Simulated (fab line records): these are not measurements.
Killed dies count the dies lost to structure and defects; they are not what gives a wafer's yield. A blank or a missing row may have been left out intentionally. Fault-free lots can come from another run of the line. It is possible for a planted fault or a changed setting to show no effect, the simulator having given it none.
Chamber matching ; flow nand_harc ; 4 sister chambers for NHARC_A_STAIRCASE_TRIM_20 on rie_diel-07
The step chemistry O2, time 211.2 s. 8 wafers are shown with their chamber, then 8 later ones without.

== EACH WAFER AND ITS CHAMBER ==
wafer;chamber;drypump_motor_current_A (A);showerhead_plenum_p_Torr (Torr)
L087.2;2;6.2;3.45
L087.4;1;6.7;3.50
L087.5;0;5.4;3.61
L087.6;3;5.1;3.54
L091.1;0;5.3;3.60
L091.2;1;6.7;3.50
L091.3;3;5.1;3.54
L091.4;2;6.2;3.44

== WAFERS WHOSE CHAMBER IS MISSING ==
wafer;drypump_motor_current_A (A);showerhead_plenum_p_Torr (Torr)
L091.5;6.7;3.50
L091.6;6.2;3.44
L090.1;6.2;3.44
L090.2;5.1;3.54
L090.3;6.7;3.50
L090.4;5.3;3.60
L090.5;6.2;3.44
L090.6;6.7;3.50

== EACH ONE'S CHAMBER ==
wafer;from the rows above;in truth
L091.5;1;1
L091.6;2;2
L090.1;2;2
L090.2;3;3
L090.3;1;1
L090.4;0;0
L090.5;2;2
L090.6;1;1
Correctly placed: 8 of 8. Can't be placed from these rows: 0. Placed wrongly: 0.
How it was worked out, from the rows above alone: a wafer's distance from a chamber is the root of the sum, over the readings, of the square of ((its reading less the chamber's mean) divided by the reading's scatter). The wafer belongs to the nearest chamber; if the next one is less than 2 further off, it can't be placed. The mean given for a chamber averages the wafers shown for that chamber. The scatter: the root of (the sum of the squares of (reading less its chamber's mean) over the shown wafers, divided by (wafers less chambers)).
